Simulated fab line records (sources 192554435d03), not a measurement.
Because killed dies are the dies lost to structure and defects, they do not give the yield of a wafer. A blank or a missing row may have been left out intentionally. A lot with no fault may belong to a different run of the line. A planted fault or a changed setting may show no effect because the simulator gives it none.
2 desks looking at one fault	flow n5_finfet	each desk has only its own numbers; what lay behind them comes last

== AT THE METROLOGY DESK ==
What the gauges read, lot by lot, whatever tool the lot ran on: means of the sampled wafers that have a number. A lot is out of limits, marked OUT, if its mean lies more than 4 standard deviations from the usual mean; the brackets give that distance. 7 of its 11 readings are shown, namely those furthest out on some lot.
Columns: A = trench_depth_nm at N5_STI_FIN_REVEAL_FIN_H_MEAS_10, usual 51.8 nm; B = DIBL_P at N5_BEOL_M4_RC_MEAS_101, usual 36.3 mV/V; C = IOFF_P at N5_BEOL_M4_RC_MEAS_101, usual 0.21 nA/um; D = ION_N at N5_BEOL_M4_RC_MEAS_101, usual 672 uA/um; E = ION_P at N5_BEOL_M4_RC_MEAS_101, usual 459 uA/um; F = SS_P at N5_BEOL_M4_RC_MEAS_101, usual 73.3 mV/dec; G = VT_N at N5_BEOL_M4_RC_MEAS_101, usual 250 mV
lot	first seen here	A	B	C	D	E	F	G
L161	day 2 18:33	50.9	34.9	0.20	669	459	72.7	251
L164	day 3 08:15	52.1	32.7	0.15	654	448	72.9	254
L165	day 3 12:49	51.7	38.1	0.20	675	455	73.6	252
L167	day 4 00:49	52.2	36.8	0.21	676	462	73.2	249
L169	day 4 13:13	51.5	33.9	0.20	652	459	72.3	254
L181	day 7 14:36	53.7	34.3	0.18	700	471	72.8	248
L182	day 7 22:43	53.9	38.2	0.24	710	481	74.1	245
L183	day 8 04:51	53.9	33.5	0.17	690	472	72.7	252
L184	day 8 09:46	52.1	37.0	0.22	681	460	73.0	246
This desk found nothing out of limits on any of the 9 lots.

== DESK OF THE TOOL OWNER: rie_diel-02 ==
The tool's own readings at N5_STI_FIN_REVEAL_ETCHBACK_08 (etches SiO2 in C4F6/O2, target depth 30.5 nm, time 10.167 s): means of the sampled wafers that have a number, for each lot that ran on this tool. A lot is out of limits, marked OUT, if its mean lies more than 4 standard deviations from the usual mean; the brackets give that distance.
Columns: A = drypump_motor_current_A at N5_STI_FIN_REVEAL_ETCHBACK_08, usual 5.9 A; B = oes_product_au at N5_STI_FIN_REVEAL_ETCHBACK_08, usual 0.78 a.u.; C = rf_vpp_V at N5_STI_FIN_REVEAL_ETCHBACK_08, usual 671 V; D = showerhead_plenum_p_Torr at N5_STI_FIN_REVEAL_ETCHBACK_08, usual 2.85 Torr; E = throttle_valve_pct at N5_STI_FIN_REVEAL_ETCHBACK_08, usual 21.18 %
lot	first seen here	A	B	C	D	E
L165	day 3 09:38	6.2	0.82	663	2.92	21.10
L167	day 3 21:43	6.2	0.82	663	2.92	21.11
L181	day 7 11:39	5.8	0.78	675	2.85	21.26
L182	day 7 19:44	6.2	0.78	664	2.91	21.16
L183	day 8 01:53	6.2	0.78	663	2.90	21.17
This desk found nothing out of limits on any of the 5 lots.

== BROUGHT TOGETHER ==
Nothing out of limits was seen by the metrology desk.
The tool owner's desk saw nothing out of limits.

== WHAT THE SIMULATOR HAD INSERTED ==
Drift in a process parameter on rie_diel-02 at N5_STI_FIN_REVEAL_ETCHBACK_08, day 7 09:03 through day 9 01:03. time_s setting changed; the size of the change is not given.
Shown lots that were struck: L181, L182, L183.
